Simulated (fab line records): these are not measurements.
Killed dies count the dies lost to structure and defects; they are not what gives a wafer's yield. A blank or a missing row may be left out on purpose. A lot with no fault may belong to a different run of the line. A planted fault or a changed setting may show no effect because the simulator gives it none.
Which of the tools did it? | flow n5Finfet | 9 lots, 27 wafers sampled, at 5 steps of a route of 1938

WHAT EACH GAUGE READ, for each wafer
N5_BEOL_M4_RC_MEAS_101. Usual: DIBL_N 35.8 mV/V, standard deviation 1.6; DIBL_P 36.0 mV/V, standard deviation 2.1; IOFF_N 0.153 nA/um, standard deviation 0.026; IOFF_P 0.21 nA/um, standard deviation 0.037; ION_N 673 uA/um, standard deviation 11; ION_P 462 uA/um, standard deviation 7.6; SS_N 71.4 mV/dec, standard deviation 0.53; SS_P 73.2 mV/dec, standard deviation 0.67; VT_N 250 mV, standard deviation 3.2; VT_P -250 mV, standard deviation 3.7.
lot  | measured     | on        | DIBL_N (mV/V)  | DIBL_P (mV/V)  | IOFF_N (nA/um)    | IOFF_P (nA/um) | ION_N (uA/um) | ION_P (uA/um) | SS_N (mV/dec)  | SS_P (mV/dec)  | VT_N (mV)   | VT_P (mV)      | flag
L139 | day 8 01:25  | prober-02 | 37.3 33.5 37.9 | 39.2 33.7 38.8 | 0.188 0.117 0.207 | 0.26 0.17 0.27 | 684 662 700   | 476 463 476   | 70.9 71.1 71.1 | 74.0 72.5 74.2 | 245 256 243 | -248 -251 -245 | 
L141 | day 8 23:57  | prober-01 | 36.7 37.7 35.7 | 38.9 40.2 37.7 | 0.176 0.201 0.146 | 0.28 0.32 0.26 | 693 682 673   | 472 477 470   | 71.4 72.1 71.0 | 74.1 74.1 73.2 | 250 246 252 | -243 -240 -244 | 
L144 | day 9 06:33  | prober-02 | 34.5 33.6 33.7 | 35.5 34.5 34.1 | 0.142 0.126 0.124 | 0.20 0.17 0.17 | 675 665 670   | 468 452 447   | 71.3 71.1 71.2 | 72.8 72.9 72.5 | 251 250 252 | -250 -254 -252 | 
L146 | day 9 15:46  | prober-01 | 33.7 33.4 31.5 | - - -          | 0.121 0.111 0.091 | - - -          | 658 653 647   | - - -         | 70.6 70.4 70.2 | - - -          | 253 254 256 | - - -          | OFF
L147 | day 10 08:04 | prober-02 | 33.3 36.3 35.0 | - - -          | 0.107 0.142 0.118 | - - -          | 663 666 651   | - - -         | 71.0 71.6 71.0 | - - -          | 257 254 255 | - - -          | OFF
L157 | day 12 10:37 | prober-02 | 35.1 35.8 32.7 | - - -          | 0.127 0.131 0.093 | - - -          | 657 661 662   | - - -         | 71.6 71.3 70.3 | - - -          | 253 254 259 | - - -          | OFF
L158 | day 13 01:37 | prober-01 | 36.5 37.5 34.7 | 36.6 37.0 35.0 | 0.159 0.174 0.136 | 0.20 0.21 0.18 | 669 680 661   | 459 464 460   | 71.4 72.2 70.6 | 73.7 73.4 72.9 | 253 250 253 | -251 -249 -254 | 
L159 | day 12 21:25 | prober-02 | 33.9 35.2 35.8 | 35.1 36.3 37.1 | 0.134 0.168 0.181 | 0.19 0.23 0.23 | 659 673 680   | 463 466 460   | 70.9 71.8 72.2 | 73.0 73.2 73.5 | 254 248 249 | -250 -246 -246 | 
L161 | day 13 14:36 | prober-01 | 33.2 34.2 37.3 | 32.0 32.8 37.4 | 0.110 0.118 0.188 | 0.15 0.15 0.24 | 664 667 685   | 457 458 467   | 70.9 71.0 71.0 | 71.6 72.4 73.3 | 256 253 246 | -254 -256 -250 | 

WHAT TOOL EACH LOT RAN ON (gives the tool, then ch and the chambers of the sampled wafers, and finally the start)
lot  | N5_SD_EPI_P_DESCUM_14            | N5_SD_EPI_P_ETCH_37              | N5_SD_EPI_P_VAPOR_ETCH_44     | N5_SD_ACTIVATION_RTA_00
L139 | rieDiel-03 ch 1,2,3, day 3 06:26 | rieDiel-03 ch 1,2,3, day 3 06:31 | epiRpcvd-02 ch 0, day 3 07:41 | rtpAnneal-01 ch 0, day 3 10:16
L141 | rieDiel-04 ch 0,1, day 3 17:22   | rieDiel-04 ch 0,1, day 3 17:28   | epiRpcvd-03 ch 0, day 3 18:32 | rtpAnneal-01 ch 0, day 3 21:17
L144 | rieDiel-02 ch 1,2,3, day 4 10:55 | rieDiel-02 ch 1,2,3, day 4 11:00 | epiRpcvd-02 ch 0, day 4 12:04 | rtpAnneal-02 ch 0, day 4 14:40
L146 | rieDiel-04 ch 0,3, day 4 22:33   | rieDiel-04 ch 0,3, day 4 22:38   | epiRpcvd-03 ch 0, day 4 23:43 | rtpAnneal-01 ch 0, day 5 04:41
L147 | rieDiel-02 ch 1,2,3, day 5 10:14 | rieDiel-02 ch 1,2,3, day 5 10:20 | epiRpcvd-01 ch 0, day 5 11:26 | rtpAnneal-01 ch 0, day 5 14:37
L157 | rieDiel-04 ch 0,2,3, day 7 16:54 | rieDiel-04 ch 0,2,3, day 7 17:00 | epiRpcvd-03 ch 0, day 7 18:04 | rtpAnneal-01 ch 0, day 7 21:00
L158 | rieDiel-04 ch 2,3, day 8 00:03   | rieDiel-04 ch 2,3, day 8 00:08   | epiRpcvd-03 ch 0, day 8 01:16 | rtpAnneal-01 ch 0, day 8 03:51
L159 | rieDiel-04 ch 0,1,2, day 8 06:55 | rieDiel-04 ch 0,1,2, day 8 07:01 | epiRpcvd-02 ch 0, day 8 08:07 | rtpAnneal-01 ch 0, day 8 10:46
L161 | rieDiel-02 ch 0,1,2, day 8 18:52 | rieDiel-02 ch 0,1,2, day 8 19:05 | epiRpcvd-02 ch 0, day 8 20:07 | rtpAnneal-02 ch 0, day 8 22:41
- N5_SD_EPI_P_DESCUM_14: chemistry O2, time 7.9 s.
- N5_SD_EPI_P_ETCH_37: etches SOC in N2/H2, overetch 108 nm, time 486 s.
- N5_SD_EPI_P_VAPOR_ETCH_44: etches SiGe30 in NF3/Ar, time 3.3 s.
- N5_SD_ACTIVATION_RTA_00: time 0 s.

WHAT THE TOOLS THEMSELVES READ (means of the sampled wafers that have a number; where no wafer has one, the mark that the record gives instead)
N5_SD_EPI_P_DESCUM_14. Usual: drypumpMotorCurrentA 5.9 A, standard deviation 0.46; oesProductAu 0.74 a.u., standard deviation 0.032; rfVppV 243.0 V, standard deviation 1.4; showerheadPlenumPTorr 2.08 Torr, standard deviation 0.084; throttleValvePct 20.42 %, standard deviation 0.17.
lot  | tool       | drypumpMotorCurrentA (A) | oesProductAu (a.u.) | rfVppV (V) | showerheadPlenumPTorr (Torr) | throttleValvePct (%) | flag
L139 | rieDiel-03 | 5.7                      | 0.75                | 242.6      | 2.07                         | 20.47                | 
L141 | rieDiel-04 | 6.2                      | 0.75                | 243.4      | 2.04                         | 20.47                | 
L144 | rieDiel-02 | 6.3                      | 0.74                | 242.4      | 2.09                         | 20.38                | 
L146 | rieDiel-04 | 6.1                      | 0.73                | 244.2      | 2.12                         | 20.50                | 
L147 | rieDiel-02 | 6.3                      | 0.72                | 242.1      | 2.09                         | 20.38                | 
L157 | rieDiel-04 | 5.9                      | 0.73                | 242.7      | 2.08                         | 20.48                | 
L158 | rieDiel-04 | 5.8                      | 0.73                | 243.4      | 2.16                         | 20.47                | 
L159 | rieDiel-04 | 5.9                      | 0.73                | 243.0      | 2.07                         | 20.44                | 
L161 | rieDiel-02 | 5.8                      | 0.76                | 244.2      | 2.10                         | 20.29                | 

N5_SD_EPI_P_ETCH_37. Usual: drypumpMotorCurrentA 5.9 A, standard deviation 0.47; n2FlowSccm 199.9 sccm, standard deviation 0.61; oesProductAu 0.663 a.u., standard deviation 0.029; rfVppV 240.5 V, standard deviation 1.5; showerheadPlenumPTorr 2.52 Torr, standard deviation 0.093; throttleValvePct 23.72 %, standard deviation 0.15.
lot  | tool       | drypumpMotorCurrentA (A) | n2FlowSccm (sccm) | oesProductAu (a.u.) | rfVppV (V) | showerheadPlenumPTorr (Torr) | throttleValvePct (%) | flag
L139 | rieDiel-03 | 5.7                      | 199.4             | 0.672               | 240.9      | 2.50                         | 23.76                | 
L141 | rieDiel-04 | 6.2                      | 199.9             | 0.661               | 239.4      | 2.48                         | 23.84                | 
L144 | rieDiel-02 | 6.3                      | 199.9             | 0.664               | 240.4      | 2.53                         | 23.65                | 
L146 | rieDiel-04 | 6.1                      | 200.0             | 0.656               | 241.6      | 2.56                         | 23.53                | 
L147 | rieDiel-02 | 6.3                      | 199.9             | 0.660               | 240.7      | 2.53                         | 23.65                | 
L157 | rieDiel-04 | 5.9                      | 199.5             | 0.649               | 240.5      | 2.52                         | 23.63                | 
L158 | rieDiel-04 | 5.8                      | 200.0             | 0.651               | 242.0      | 2.60                         | 23.49                | 
L159 | rieDiel-04 | 5.9                      | 199.6             | 0.655               | 240.6      | 2.52                         | 23.80                | 
L161 | rieDiel-02 | 5.8                      | 200.3             | 0.685               | 240.6      | 2.54                         | 23.63                | 

N5_SD_ACTIVATION_RTA_00. Usual: lampPowerPct 8.96 %, standard deviation 0.049; lamp_zone_3_pct 8.95 %, standard deviation 0.031; wafer_temp_C_max 974.8, standard deviation 1.8.
lot  | tool         | lampPowerPct (%) | lamp_zone_3_pct (%) | wafer_temp_C_max | flag
L139 | rtpAnneal-01 | 8.96             | 8.95                | 973.5            | 
L141 | rtpAnneal-01 | 8.96             | 8.95                | 974.7            | 
L144 | rtpAnneal-02 | 8.97             | 8.98                | 972.1            | 
L146 | rtpAnneal-01 | 9.01             | 8.92                | 975.7            | 
L147 | rtpAnneal-01 | 8.94             | 8.97                | 975.7            | 
L157 | rtpAnneal-01 | 8.99             | 8.97                | 975.0            | 
L158 | rtpAnneal-01 | 8.97             | 8.95                | 974.6            | 
L159 | rtpAnneal-01 | 8.97             | 8.95                | 972.8            | 
L161 | rtpAnneal-02 | 8.96             | 8.95                | 974.2            | 

THE ANSWER, worked out from the rows above alone
Rule: lot off if the mean of its wafers having a number is beyond 3 standard deviations from the usual mean. A lot without any number at a reading at which 4 lots or more have one is off too. All remaining lots with rows at the step are treated as sound. Order of review: gauges by route order, followed by the tools' own readings, for which a lot's mean as printed above is used. The first step at which some lot is off is used, and at that step the reading that is off furthest; a lot without a number counts as furthest.
Off: at N5_BEOL_M4_RC_MEAS_101 (DIBL_P), L146, L147, L157. Without a number there: L146, L147, L157.
If a tool, at a process step before that reading, ran all the lots that are off and no sound lot after the first of them, it fits. Those tools and the gauges at N5_BEOL_M4_RC_MEAS_101 are tried in the same way. Of those tried, none fits.

WHAT WAS PUT IN BY THE SIMULATOR
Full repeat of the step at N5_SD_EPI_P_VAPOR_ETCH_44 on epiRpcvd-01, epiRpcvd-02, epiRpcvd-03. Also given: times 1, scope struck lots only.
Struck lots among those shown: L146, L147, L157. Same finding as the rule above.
